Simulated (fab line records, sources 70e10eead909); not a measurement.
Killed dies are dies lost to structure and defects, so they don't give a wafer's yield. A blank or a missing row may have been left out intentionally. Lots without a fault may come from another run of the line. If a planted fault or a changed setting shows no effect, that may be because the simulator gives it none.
Matching of chambers :: flow nandHarc :: NHARC_P_CONTACT_STRIP_28 on rieDiel-06 has 4 sister chambers
The step strips in O2. 18 wafers are shown with their chamber, then 9 later ones without.

## WAFERS WITH THEIR CHAMBER
wafer: L074.3
chamber: 2
showerheadPlenumPTorr (Torr): 3.66
drypumpMotorCurrentA (A): 5.3
rfVppV (V): 58.1

wafer: L074.5
chamber: 1
showerheadPlenumPTorr (Torr): 3.54
drypumpMotorCurrentA (A): 6.0
rfVppV (V): 57.1

wafer: L074.6
chamber: 2
showerheadPlenumPTorr (Torr): 3.66
drypumpMotorCurrentA (A): 5.3
rfVppV (V): 57.3

wafer: L075.2
chamber: 2
showerheadPlenumPTorr (Torr): 3.66
drypumpMotorCurrentA (A): 5.2
rfVppV (V): 58.5

wafer: L075.3
chamber: 1
showerheadPlenumPTorr (Torr): 3.54
drypumpMotorCurrentA (A): 5.9
rfVppV (V): 57.4

wafer: L075.5
chamber: 1
showerheadPlenumPTorr (Torr): 3.54
drypumpMotorCurrentA (A): 6.0
rfVppV (V): 59.0

wafer: L076.2
chamber: 0
showerheadPlenumPTorr (Torr): 3.34
drypumpMotorCurrentA (A): 5.6
rfVppV (V): 57.8

wafer: L076.5
chamber: 1
showerheadPlenumPTorr (Torr): 3.54
drypumpMotorCurrentA (A): 5.9
rfVppV (V): 57.2

wafer: L076.6
chamber: 0
showerheadPlenumPTorr (Torr): 3.34
drypumpMotorCurrentA (A): 5.6
rfVppV (V): 57.6

wafer: L079.1
chamber: 1
showerheadPlenumPTorr (Torr): 3.54
drypumpMotorCurrentA (A): 6.0
rfVppV (V): 58.2

wafer: L079.4
chamber: 2
showerheadPlenumPTorr (Torr): 3.66
drypumpMotorCurrentA (A): 5.3
rfVppV (V): 57.2

wafer: L079.6
chamber: 3
showerheadPlenumPTorr (Torr): 3.39
drypumpMotorCurrentA (A): 6.1
rfVppV (V): 57.4

wafer: L081.1
chamber: 3
showerheadPlenumPTorr (Torr): 3.39
drypumpMotorCurrentA (A): 6.1
rfVppV (V): 57.1

wafer: L081.4
chamber: 2
showerheadPlenumPTorr (Torr): 3.66
drypumpMotorCurrentA (A): 5.2
rfVppV (V): 58.5

wafer: L081.6
chamber: 1
showerheadPlenumPTorr (Torr): 3.54
drypumpMotorCurrentA (A): 6.0
rfVppV (V): 58.8

wafer: L086.3
chamber: 0
showerheadPlenumPTorr (Torr): 3.34
drypumpMotorCurrentA (A): 5.6
rfVppV (V): 56.7

wafer: L086.5
chamber: 1
showerheadPlenumPTorr (Torr): 3.53
drypumpMotorCurrentA (A): 6.0
rfVppV (V): 58.2

wafer: L086.6
chamber: 2
showerheadPlenumPTorr (Torr): 3.66
drypumpMotorCurrentA (A): 5.2
rfVppV (V): 57.6

SIGNATURES, as means of the wafers listed above
reading: showerheadPlenumPTorr
chamber 0: 3.3400
chamber 1: 3.5386
chamber 2: 3.6600
chamber 3: 3.3900
scatter within a chamber: 0.00247

reading: drypumpMotorCurrentA
chamber 0: 5.600
chamber 1: 5.971
chamber 2: 5.250
chamber 3: 6.100
scatter within a chamber: 0.0457

reading: rfVppV
chamber 0: 57.367
chamber 1: 57.986
chamber 2: 57.867
chamber 3: 57.250
scatter within a chamber: 0.652
Rule: for a wafer and a chamber, the distance is found by dividing, reading by reading, the gap between the wafer's reading and the chamber's mean by the reading's scatter, squaring, summing and taking the root. The wafer belongs to the nearest chamber; if the next one is less than 2 further off, it can't be placed. The scatter: take each reading less its chamber's mean, square it, sum over the shown wafers, divide by the number of wafers less the number of chambers, and take the root.

## WAFERS WITHOUT THEIR CHAMBER
wafer: L091.1
showerheadPlenumPTorr (Torr): 3.39
drypumpMotorCurrentA (A): 6.0
rfVppV (V): 59.0

wafer: L091.2
showerheadPlenumPTorr (Torr): 3.34
drypumpMotorCurrentA (A): 5.6
rfVppV (V): 58.6

wafer: L091.3
showerheadPlenumPTorr (Torr): 3.66
drypumpMotorCurrentA (A): 5.2
rfVppV (V): 57.3

wafer: L092.1
showerheadPlenumPTorr (Torr): 3.39
drypumpMotorCurrentA (A): 6.0
rfVppV (V): 57.7

wafer: L092.3
showerheadPlenumPTorr (Torr): 3.53
drypumpMotorCurrentA (A): 6.0
rfVppV (V): 57.9

wafer: L092.4
showerheadPlenumPTorr (Torr): 3.34
drypumpMotorCurrentA (A): 5.6
rfVppV (V): 55.1

wafer: L094.2
showerheadPlenumPTorr (Torr): 3.34
drypumpMotorCurrentA (A): 5.6
rfVppV (V): 57.0

wafer: L094.4
showerheadPlenumPTorr (Torr): 3.39
drypumpMotorCurrentA (A): 6.0
rfVppV (V): 57.3

wafer: L094.6
showerheadPlenumPTorr (Torr): 3.53
drypumpMotorCurrentA (A): 6.0
rfVppV (V): 57.6

## CHAMBER TAKEN BY EACH
wafer: L091.1
from the rows above: 3
in truth: 3

wafer: L091.2
from the rows above: 0
in truth: 0

wafer: L091.3
from the rows above: 2
in truth: 2

wafer: L092.1
from the rows above: 3
in truth: 3

wafer: L092.3
from the rows above: 1
in truth: 1

wafer: L092.4
from the rows above: 0
in truth: 0

wafer: L094.2
from the rows above: 0
in truth: 0

wafer: L094.4
from the rows above: 3
in truth: 3

wafer: L094.6
from the rows above: 1
in truth: 1
Correct placement for 9 of the 9. From these rows, 0 cannot be placed. Placed wrongly: 0.
